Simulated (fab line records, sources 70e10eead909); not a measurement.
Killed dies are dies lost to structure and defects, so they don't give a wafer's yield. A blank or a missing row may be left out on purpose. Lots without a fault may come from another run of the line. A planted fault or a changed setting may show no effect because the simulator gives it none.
fab line records | flow nand_harc
record lots=12 wafers=34 last_day=23
route steps=1159 shown A_CHANNEL_HOLE_D1@483 A_CHANNEL_FILL_D1@492 END@1159
lots that met no fault: from a run of the same line without faults
start_h: hours from the record's first day to the start of the lot's first wafer shown | wait_h: hours since the lot's step before | " the same as in the row above | L1.1+2: a row that stands for several wafers | - no value, or no start given | * or withheld: withheld | < > ~ a bound
route shown NAME@n: a module of which the file shows steps, and the number in the route of the first | usual: mean/standard deviation of fault-free wafers | same: alike in all rows | chamber/n: place in a boat | sites: the reading at each site | _std_site: their standard deviation | _edge_site: outer sites' mean less inner sites' | radius_mm: how far each site lies from the wafer's centre | mask NAME#n: copy n | behind: the tool/chamber that last shaped the wafer | hold: why the lot was held/for how many hours/how that ended | device: the transistor (n, p or np) that didn't switch | end of line: the same wafers' tests at the end of the route | a step without rows: its recipe alone | killed: dies lost to structure and defects at the first sort, not the wafer's yield | map: a wafer's dies, x killed, . not, _ none there
set.NAME: the setting as run; set.NAME@STEP: as run at that earlier step | model.NAME: the simulator's own value behind a step, which no gauge read
steps of the route over a sample of lots; a table a step, a row a wafer
services: from which hour (start_h, from the record's first day; less than 0 if before it) a tool's chamber was out of use, for how many hours, and why
## steps
# step NHARC_A_CHANNEL_HOLE_D1_ETCH_44
# recipe target_depth_a=1400 overetch_a=140 time_s=77 ion_energy_ev=100 cf4_flow_sccm=80 o2_flow_sccm=20 ar_flow_sccm=0 rf_w=300 bias_w=100 chemistry=CF4/O2
# usual cf4_flow_sccm=80.00/0.25 drypump_motor_current_A=5.54/0.29 oes_f_703_au=0.999/0.0043 oes_product_au=0.998/0.01 rf_vpp_V=198.6/1.2 showerhead_plenum_p_Torr=1.37/0.045 throttle_valve_pct=13.397/0.01
# same time_s=77
# columns lot.wafer tool chamber start_h wait_h cf4_flow_sccm drypump_motor_current_A oes_f_703_au oes_product_au rf_hours_counter_h rf_vpp_V showerhead_plenum_p_Torr throttle_valve_pct
L645.1 rie_diel-09 3 179.95 0.1 79.64 5.45 1.001 0.993 6 198.9 1.41 13.386
L645.4 " 0 " " 79.90 5.55 0.994 0.993 - 198.7 1.39 13.400
L645.5 " 3 " " 79.83 5.47 1.007 0.990 - 199.3 1.41 13.399
L646.2 rie_diel-09 3 187.85 0.1 80.07 5.49 1.001 0.993 6 200.1 1.41 13.406
L646.4 " 1 " " 80.27 5.55 0.995 0.976 7 198.4 1.33 13.413
L646.3 " 2 " " 79.93 6.05 0.999 0.988 7 198.4 1.35 13.399
L647.2 rie_diel-09 2 191.55 0.1 79.93 6.06 1.000 0.999 7 198.3 1.35 13.396
L647.1 " 0 " " 80.19 5.51 1.002 1.014 7 198.7 1.39 13.389
L647.6 " 1 " " 79.91 5.53 0.991 1.005 - 198.1 1.33 13.404
L655.4 rie_diel-09 2 235.15 0.1 79.64 6.04 0.997 0.995 10 198.2 1.35 13.386
L655.2 " 3 " " 80.16 5.48 0.999 0.992 9 199.2 1.41 13.415
L655.1 " 1 " " 80.12 5.57 1.000 0.986 11 199.1 1.33 13.408
L654.2 rie_diel-10 3 235.37 0.1 80.27 5.31 0.998 1.009 4 196.6 1.30 13.414
L654.1 " 0 " " 79.58 5.58 0.995 0.998 5 198.2 1.33 13.397
L656.2 rie_diel-10 1 254.63 0.1 79.97 5.41 0.999 1.001 6 197.3 1.31 13.376
L656.1 " 3 " " 80.25 5.30 0.996 1.014 5 197.2 1.30 13.401
L657.1 rie_diel-10 1 258.48 0.1 79.72 5.44 1.000 0.992 7 196.6 1.31 13.392
L657.3 " 2 " " 80.35 4.95 1.000 0.990 5 198.8 1.44 13.409
L657.6 " 0 " " 79.94 5.56 0.994 0.998 - 197.8 1.33 13.389
L660.3 rie_diel-10 2 274.17 0.1 80.30 4.92 1.003 0.999 7 199.7 1.44 13.389
L660.2 " 3 " " 79.91 5.33 0.998 0.998 7 196.8 1.30 13.391
L660.5 " 3 " " 80.13 5.32 1.004 1.008 - 197.7 1.30 13.392
L662.2 rie_diel-10 0 278.24 0.1 79.99 5.55 0.994 0.992 9 197.4 1.33 13.396
L662.5 " 2 " " 80.12 4.94 0.995 0.990 - 199.4 1.44 13.396
L662.4 " 0 " " 79.93 5.56 0.993 0.984 - 198.5 1.33 13.408
L664.2 rie_diel-05 3 296.32 0.1 79.97 6.19 0.995 1.018 9 200.6 1.41 13.384
L664.3 " 1 " " 79.80 5.33 0.999 1.029 9 199.3 1.33 13.398
L664.4 " 2 " " 79.89 5.45 1.009 0.985 10 198.5 1.39 13.392
L665.3 rie_diel-05 3 296.80 0.1 79.93 6.17 0.991 1.017 10 198.4 1.41 13.408
L665.1 " 0 " " 80.46 5.59 1.002 0.994 9 200.4 1.44 13.404
L665.5 " 3 " " 80.11 6.17 0.999 1.014 - 199.1 1.41 13.388
L668.2 rie_diel-09 2 313.77 0.1 79.95 6.04 1.005 0.993 3 197.8 1.35 13.414
L668.4 " 3 " " 80.44 5.48 1.004 0.993 3 199.9 1.41 13.382
L668.5 " 1 " " 80.33 5.55 1.003 0.982 - 198.1 1.33 13.389
# step NHARC_A_CHANNEL_HOLE_D1_STRIP_27
# recipe o2_flow_sccm=500 ar_flow_sccm=0 bias_w=0 chemistry=O2
# usual drypump_motor_current_A=5.54/0.3 oes_product_au=0.998/0.011 rf_vpp_V=58.0/0.85 showerhead_plenum_p_Torr=3.61/0.11 throttle_valve_pct=17.036/0.0094
# columns lot.wafer tool chamber start_h wait_h drypump_motor_current_A oes_product_au rf_hours_counter_h rf_vpp_V showerhead_plenum_p_Torr throttle_valve_pct
L645.1 rie_diel-09 0 - - 5.57 1.004 6 59.5 3.67 17.040
L645.4 " 0 " " 5.57 1.000 - 58.2 3.67 17.034
L645.5 " 3 " " 5.47 0.998 - 58.3 3.72 17.050
L646.2 rie_diel-09 1 - - 5.59 0.989 7 56.7 3.53 17.032
L646.3 " 2 " " 6.09 0.998 7 57.7 3.57 17.026
L646.4 " 0 " " 5.58 1.008 7 56.9 3.67 17.044
L647.1 rie_diel-09 2 - - 6.06 1.004 7 57.0 3.57 17.027
L647.2 " 1 " " 5.56 0.997 8 57.9 3.53 17.038
L647.6 " 2 " " 6.05 1.010 - 58.4 3.57 17.048
L655.1 rie_diel-09 3 - - 5.50 0.993 9 58.2 3.72 17.041
L655.2 " 0 " " 5.57 1.003 10 59.7 3.67 17.048
L655.4 " 1 " " 5.59 0.982 11 58.5 3.52 17.021
L654.1 rie_diel-10 1 - - 5.44 0.993 5 57.1 3.48 17.008
L654.2 " 3 " " 5.34 1.009 4 58.1 3.43 17.024
L656.1 rie_diel-10 0 - - 5.59 0.989 6 58.4 3.52 17.035
L656.2 " 1 " " 5.45 0.999 6 58.3 3.47 17.033
L657.3 rie_diel-10 3 - - 5.31 1.015 5 57.7 3.43 17.025
L657.1 " 0 " " 5.56 1.014 7 58.2 3.52 17.030
L657.6 " 3 " " 5.28 1.001 - 57.7 3.43 17.036
L660.2 rie_diel-10 3 - - 5.32 1.006 7 58.9 3.43 17.038
L660.3 " 1 " " 5.44 0.993 9 59.1 3.47 17.035
L660.5 " 2 " " 4.97 0.991 - 59.2 3.79 17.050
L662.2 rie_diel-10 2 - - 4.96 0.995 7 59.1 3.79 17.040
L662.4 " 1 " " 5.44 0.999 - 57.4 3.47 17.038
L662.5 " 0 " " 5.51 0.987 - 57.2 3.52 17.036
L664.4 rie_diel-05 2 - - 5.47 0.988 10 58.6 3.66 17.042
L664.2 " 3 " " 6.18 1.020 10 58.0 3.72 17.034
L664.3 " 0 " " 5.65 0.995 9 59.0 3.79 17.025
L665.1 rie_diel-05 2 - - 5.49 0.981 10 58.8 3.66 17.044
L665.3 " 3 " " 6.21 1.017 10 57.3 3.72 17.049
L665.5 " 3 " " 6.20 1.017 - 56.2 3.72 17.022
L668.2 rie_diel-09 1 - - 5.56 0.990 3 58.5 3.52 17.039
L668.4 " 2 " " 6.06 0.988 3 57.9 3.57 17.040
L668.5 " 2 " " 6.06 0.990 - 59.5 3.57 17.026
# step NHARC_A_CHANNEL_FILL_D1_ALD_02
# recipe target_thk_a=60 pulse_time_s=10 ald_cycles=60 temp_c=300 material=SiO2
# usual ald_cycles=60/0 heater_power_w=476/35 precursor_pulse_height_rel=1.001/0.019
# columns lot.wafer tool chamber start_h wait_h ald_cycles heater_power_w precursor_pulse_height_rel
L645.1 ald_hk-03 3 183.45 - 60 578 0.985
L645.4 " 0 " " 60 440 1.003
L645.5 " 3 " " 60 563 0.980
L646.2 ald_hk-04 3 189.10 - 60 446 0.951
L646.4 " 0 " " 60 488 1.009
L646.3 " 1 " " 60 428 1.014
L647.2 ald_hk-03 3 196.42 - 60 556 1.012
L647.1 " 0 " " 60 454 1.004
L647.6 " 3 " " 60 568 0.993
L655.1 ald_hk-04 1 236.33 - 60 444 1.034
L655.2 " 2 " " 65 435 0.988
L655.4 " 0 " " 60 468 1.001
L654.1 ald_hk-04 0 236.77 - 60 458 0.989
L654.2 " 1 " " 65 442 0.979
L656.2 ald_hk-04 0 256.13 - 65 453 1.013
L656.1 " 1 " " 60 449 0.988
L657.1 ald_hk-01 2 260.30 - 60 467 1.019
L657.3 " 0 " " 60 516 1.007
L657.6 " 1 " " 60 497 0.976
L660.3 ald_hk-01 0 275.95 - 60 526 1.004
L660.2 " 1 " " 60 503 1.013
L660.5 " 0 " " 60 509 1.036
L662.2 ald_hk-03 2 280.44 - 60 517 0.986
L662.4 " 3 " " 60 558 1.011
L662.5 " 1 " " 60 509 1.006
L664.2 ald_hk-03 0 297.50 - 60 463 0.999
L664.3 " 1 " " 60 500 1.027
L664.4 " 2 " " 60 536 1.012
L665.3 ald_hk-01 0 298.07 - 60 519 1.002
L665.1 " 2 " " 60 477 1.020
L665.5 " 3 " " 60 483 0.996
L668.4 ald_hk-01 2 315.81 - 60 482 1.001
L668.2 " 0 " " 60 517 0.994
L668.5 " 1 " " 60 502 1.015
# step NHARC_A_CHANNEL_FILL_D1_STRIP_28
# recipe time_s=20 o2_flow_sccm=500 ar_flow_sccm=0 bias_w=0 chemistry=O2
# usual drypump_motor_current_A=5.7/0.61 oes_product_au=1.004/0.012 rf_vpp_V=57.7/0.77 showerhead_plenum_p_Torr=3.53/0.14 throttle_valve_pct=17.036/0.0084
# same time_s=20
# columns lot.wafer tool chamber start_h wait_h drypump_motor_current_A oes_product_au rf_hours_counter_h rf_vpp_V showerhead_plenum_p_Torr throttle_valve_pct
L645.1 rie_diel-06 0 210.15 0.1 5.0 1.012 5 58.4 3.71 17.035
L645.4 " 3 " " 6.3 1.006 5 58.6 3.54 17.055
L645.5 " 0 " " 5.0 1.006 - 58.4 3.71 17.036
L646.2 rie_diel-06 3 216.59 0.1 6.3 1.008 5 58.3 3.54 17.033
L646.4 " 0 " " 5.0 1.004 5 58.8 3.71 17.042
L646.3 " 2 " " 5.0 0.979 5 58.0 3.55 17.027
L647.1 rie_diel-08 3 220.40 0.1 6.0 1.002 17 57.4 3.46 17.038
L647.2 " 1 " " 6.0 1.010 19 57.7 3.67 17.038
L647.6 " 1 " " 5.9 1.008 - 57.3 3.68 17.038
L655.2 rie_diel-02 2 260.46 0.1 6.4 1.027 2 57.3 3.58 17.022
L655.4 " 3 " " 6.4 1.003 2 58.1 3.70 17.022
L655.1 " 0 " " 4.8 1.008 2 57.6 3.34 17.032
L654.1 rie_diel-06 3 260.46 0.1 6.3 1.016 1 57.8 3.54 17.028
L654.2 " 0 " " 5.0 1.000 1 59.0 3.71 17.038
L656.2 rie_diel-02 0 281.51 0.1 4.8 1.005 3 57.5 3.34 17.043
L656.1 " 1 " " 5.7 1.011 3 58.0 3.58 17.044
L657.3 rie_diel-02 0 286.13 0.1 4.8 1.002 3 57.3 3.34 17.041
L657.1 " 1 " " 5.6 1.010 3 58.1 3.58 17.025
L657.6 " 3 " " 6.4 1.012 - 58.6 3.70 17.029
L660.2 rie_diel-08 1 300.33 0.1 5.9 1.013 28 57.6 3.67 17.025
L660.3 " 2 " " 5.4 0.999 36 58.0 3.32 17.031
L660.5 " 3 " " 6.0 1.010 - 57.5 3.45 17.037
L662.4 rie_diel-06 3 305.07 0.1 6.3 1.004 2 56.6 3.54 17.043
L662.2 " 2 " " 4.9 0.984 2 57.2 3.55 17.029
L662.5 " 0 " " 5.0 0.995 - 59.0 3.71 17.023
L664.2 rie_diel-02 2 322.19 0.1 6.4 1.009 4 57.9 3.58 17.029
L664.3 " 3 " " 6.4 1.014 3 57.8 3.70 17.039
L664.4 " 0 " " 4.8 1.021 3 56.7 3.34 17.031
L665.1 rie_diel-06 2 322.19 0.1 5.0 0.984 2 56.5 3.55 17.028
L665.3 " 3 " " 6.3 1.015 2 57.7 3.54 17.029
L665.5 " 1 " " 6.1 0.998 - 56.8 3.31 17.029
L668.2 rie_diel-06 2 341.53 0.1 4.9 0.992 3 57.3 3.55 17.036
L668.4 " 3 " " 6.3 1.007 3 57.2 3.54 17.033
L668.5 " 0 " " 5.0 0.992 - 57.8 3.70 17.035
# step NHARC_END_SORT_01
# recipe temp_c=25
# usual killed_at_array=27/9.9 killed_at_other=0.5/0.76 killed_at_periphery=3.4/2.2 killed_dies=31/10 killed_open=3.3/2 killed_short=2.0/1.5
# same gross_dies=677
# columns lot.wafer tool chamber start_h wait_h killed_at_array killed_at_other killed_at_periphery killed_dies killed_open killed_short
L646.2 prober-02 0 454.67 2.8 28 0 1 29 1 1
L646.3 prober-02 0 455.47 3.1 39 0 4 43 4 4
L646.4 prober-02 0 456.27 3.4 35 0 0 35 2 0
L655.1 prober-01 0 492.84 2.5 10 3 6 19 4 0
L655.2 prober-01 0 493.63 2.8 9 1 5 15 1 1
L655.4 prober-01 0 495.22 3.4 13 0 5 18 3 1
L654.1 prober-02 0 499.59 2.5 25 0 1 26 1 4
L654.2 prober-02 0 500.39 2.8 28 1 1 30 4 1
L656.1 prober-02 0 509.64 2.4 32 2 7 41 2 3
L656.2 prober-02 0 510.45 2.7 29 0 3 32 2 2
L657.1 prober-01 0 517.51 2.5 24 0 3 27 8 7
L657.3 prober-01 0 519.11 3.1 12 0 3 15 3 0
L657.6 prober-01 0 521.52 4.0 13 0 2 15 3 3
L660.2 prober-02 0 532.09 2.8 43 3 3 49 4 3
L660.3 prober-02 0 532.88 3.1 40 1 3 44 5 6
L660.5 prober-02 0 534.48 3.7 44 1 2 47 9 3
L664.2 prober-02 0 551.04 2.8 41 0 1 42 1 3
L664.3 prober-02 0 551.84 3.1 32 0 1 33 1 1
L664.4 prober-02 0 552.64 3.4 37 0 0 37 3 0
# killed by level:class
L646.2 A_CHANNEL_HOLE_D1:chamber_film_flake=12 A_SLIT:chamber_film_flake=8 A_STAIRCASE:chamber_film_flake=5 A_CHANNEL_FILL_D1:geometric_particle:short=1 A_M0:geometric_particle:open=1 P_M0:chamber_film_flake=1 A_CONTACT:chamber_film_flake=1
L646.3 A_CHANNEL_HOLE_D1:chamber_film_flake=17 A_SLIT:chamber_film_flake=9 A_ZERO_WELL:chamber_film_flake=3 A_CONTACT:chamber_film_flake=3 A_STAIRCASE:chamber_film_flake=2 P_GATE:geometric_particle:short=1 P_CONTACT:geometric_particle:open=1 P_M1:geometric_particle:open=1
L646.4 A_CHANNEL_HOLE_D1:chamber_film_flake=13 A_SLIT:chamber_film_flake=11 A_CONTACT:chamber_film_flake=4 A_STAIRCASE:chamber_film_flake=2 A_CHANNEL_HOLE_D1:geometric_particle:open=1 A_BLC:geometric_particle:open=1 A_ZERO_WELL:chamber_film_flake=1 A_SGD_CUT:chamber_film_flake=1
L655.1 A_CHANNEL_HOLE_D1:chamber_film_flake=4 P_STI:chamber_film_flake=3 THIN_TSV:chamber_film_flake=3 P_GATE:chamber_film_flake=2 A_STAIRCASE:chamber_film_flake=2 P_M0:geometric_particle:open=1 A_CHANNEL_FILL_D1:geometric_particle:open=1 A_CONTACT:geometric_particle:open=1
L655.2 A_CHANNEL_HOLE_D1:chamber_film_flake=5 A_STAIRCASE:chamber_film_flake=3 P_STI:chamber_film_flake=2 P_GATE:geometric_particle:short=1 P_CONTACT:geometric_particle:open=1 P_ZERO_WELL:chamber_film_flake=1 A_CONTACT:chamber_film_flake=1 THIN_TSV:chamber_film_flake=1
L655.4 A_CONTACT:chamber_film_flake=5 P_M1:chamber_film_flake=3 A_CHANNEL_HOLE_D1:chamber_film_flake=2 A_CHANNEL_HOLE_D1:geometric_particle:open=1 A_BLC:geometric_particle:open=1 A_M0:geometric_particle:short=1 A_M0:geometric_particle:open=1 P_ZERO_WELL:chamber_film_flake=1
L654.1 A_CHANNEL_HOLE_D1:chamber_film_flake=13 A_WL_FILL:chamber_film_flake=4 A_CHANNEL_FILL_D1:geometric_particle:short=2 A_STAIRCASE:chamber_film_flake=2 A_WL_FILL:geometric_particle:short=1 A_CONTACT:geometric_particle:short=1 A_CONTACT:geometric_particle:open=1 P_GATE:chamber_film_flake=1
L654.2 A_CHANNEL_HOLE_D1:chamber_film_flake=22 P_M0:geometric_particle:short=1 A_WL_FILL:geometric_particle:open=1 A_CONTACT:geometric_particle:open=1 A_M0:geometric_particle:open=1 A_M1:geometric_particle:open=1 A_ZERO_WELL:chamber_film_flake=1 A_STAIRCASE:chamber_film_flake=1
L656.1 A_CHANNEL_HOLE_D1:chamber_film_flake=19 A_STAIRCASE:chamber_film_flake=5 P_GATE:chamber_film_flake=4 P_M0:chamber_film_flake=2 A_CONTACT:chamber_film_flake=2 THIN_TSV:chamber_film_flake=2 P_CONTACT:geometric_particle:short=1 A_SGD_CUT:geometric_particle:open=1
L656.2 A_CHANNEL_HOLE_D1:chamber_film_flake=17 A_STAIRCASE:chamber_film_flake=6 P_M0:chamber_film_flake=2 A_SLIT:chamber_film_flake=2 P_M1:geometric_particle:open=1 A_WL_FILL:geometric_particle:short=1 A_WL_FILL:geometric_particle:open=1 A_CONTACT:geometric_particle:short=1
L657.1 A_CHANNEL_HOLE_D1:chamber_film_flake=6 A_CONTACT:geometric_particle:open=2 A_BLC:geometric_particle:open=2 A_M0:geometric_particle:open=2 A_ZERO_WELL:chamber_film_flake=2 A_CHANNEL_FILL_D1:chamber_film_flake=2 P_CONTACT:geometric_particle:short=1 P_M1:geometric_particle:open=1
L657.3 A_CHANNEL_HOLE_D1:chamber_film_flake=4 A_CONTACT:chamber_film_flake=3 P_M0:chamber_film_flake=2 P_M2:geometric_particle:open=1 A_SOURCE_PLATE:geometric_particle:open=1 A_CONTACT:geometric_particle:open=1 A_CHANNEL_FILL_D1:chamber_film_flake=1 A_STAIRCASE:chamber_film_flake=1
L657.6 P_M0:chamber_film_flake=2 A_ZERO_WELL:chamber_film_flake=2 A_STAIRCASE:chamber_film_flake=2 A_SLIT:chamber_film_flake=2 A_ONON_D1:geometric_particle:short=1 A_CHANNEL_FILL_D1:geometric_particle:short=1 A_SGD_CUT:geometric_particle:open=1 A_WL_FILL:geometric_particle:open=1
L660.2 A_SLIT:chamber_film_flake=21 A_CHANNEL_HOLE_D1:chamber_film_flake=7 A_CONTACT:chamber_film_flake=4 A_SGD_CUT:chamber_film_flake=3 THIN_TSV:chamber_film_flake=3 A_ONON_D1:geometric_particle:open=2 A_STAIRCASE:chamber_film_flake=2 P_M0:geometric_particle:open=1
L660.3 A_SLIT:chamber_film_flake=19 A_STAIRCASE:chamber_film_flake=4 A_CONTACT:chamber_film_flake=4 A_CHANNEL_HOLE_D1:chamber_film_flake=3 A_CHANNEL_FILL_D1:geometric_particle:open=2 A_CONTACT:geometric_particle:open=2 A_SGD_CUT:chamber_film_flake=2 P_CONTACT:geometric_particle:short=1
L660.5 A_SLIT:chamber_film_flake=16 A_CHANNEL_HOLE_D1:chamber_film_flake=8 A_STAIRCASE:chamber_film_flake=5 A_CONTACT:geometric_particle:open=3 A_CONTACT:chamber_film_flake=3 A_CHANNEL_HOLE_D1:geometric_particle:open=2 P_CONTACT:geometric_particle:open=1 A_CHANNEL_HOLE_D1:geometric_particle:short=1
L664.2 A_CHANNEL_HOLE_D1:chamber_film_flake=24 A_CONTACT:chamber_film_flake=6 A_CHANNEL_FILL_D1:geometric_particle:short=3 A_CHANNEL_FILL_D1:chamber_film_flake=3 A_WL_FILL:chamber_film_flake=2 A_BLC:geometric_particle:open=1 P_STI:chamber_film_flake=1 A_ZERO_WELL:chamber_film_flake=1
L664.3 A_CHANNEL_HOLE_D1:chamber_film_flake=20 A_CONTACT:chamber_film_flake=5 A_STAIRCASE:chamber_film_flake=3 A_ONON_D1:geometric_particle:short=1 A_WL_FILL:geometric_particle:open=1 P_STI:chamber_film_flake=1 A_ZERO_WELL:chamber_film_flake=1 A_CHANNEL_FILL_D1:chamber_film_flake=1
L664.4 A_CHANNEL_HOLE_D1:chamber_film_flake=16 A_CONTACT:chamber_film_flake=9 A_STAIRCASE:chamber_film_flake=4 A_CHANNEL_FILL_D1:chamber_film_flake=3 A_ONON_D1:geometric_particle:open=1 A_SGD_CUT:geometric_particle:open=1 A_M1:geometric_particle:open=1 A_ZERO_WELL:chamber_film_flake=1
## services
# columns tool chamber start_h hours kind
rie_diel-09 0 159.62 - clean
rie_diel-09 1 159.62 - clean
ald_hk-01 - 161.31 0.4 repair
rie_diel-09 - 163.03 0.7 repair
rie_diel-05 - 163.60 9.0 pm
rie_diel-10 - 176.57 9.0 pm
rie_diel-09 2 179.54 1.7 repair
rie_diel-08 - 182.51 0.4 repair
ald_hk-04 - 190.81 10.0 pm
rie_diel-06 1 202.50 2.8 repair
rie_diel-08 0 211.62 11.0 repair
rie_diel-10 2 232.20 1.2 repair
rie_diel-10 2 234.85 4.8 repair
rie_diel-06 3 235.07 2.0 repair
rie_diel-06 - 241.20 9.0 pm
rie_diel-09 3 253.21 4.4 repair
rie_diel-09 - 254.17 9.0 pm
rie_diel-08 1 265.95 23.4 repair
rie_diel-10 3 276.62 10.2 repair
rie_diel-08 - 301.80 9.0 pm
ald_hk-03 - 322.45 10.0 pm
rie_diel-02 - 327.70 9.0 pm
rie_diel-02 3 338.68 22.9 repair
rie_diel-05 - 340.62 9.0 pm
## key
first_sign step=NHARC_A_CHANNEL_FILL_D1_ALD_02 reading=ald_cycles direction=up sigmas=99+ usual=60 struck=65
effect none on later readings
met_at NHARC_A_CHANNEL_FILL_D1_ALD_02
struck_lots L654,L655,L656
struck_wafers L654.2,L655.2,L656.2
tester_left_out L654,L655,L656
not_acting_at NHARC_A_CHANNEL_HOLE_D1_ETCH_44,NHARC_A_CHANNEL_HOLE_D1_STRIP_27,NHARC_A_CHANNEL_FILL_D1_STRIP_28
onset_between 189.10 236.33
fault kind=process_parameter_drift tool=ald_hk-04 chamber=- onset_h=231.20 steps=NHARC_A_CHANNEL_FILL_D1_ALD_02 channel=ald_cycles offset=5 shape=step end_h=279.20 scope=struck_wafers_only acts_in=these_recipes_only stated=60
# tester_left_out: of these lots the tester's yield and bins aren't shown, on N5 and GAA mostly nor the transistor test; their killed dies are dies lost to structure and defects alone, not to doping, threshold or leakage, so they don't give the yield
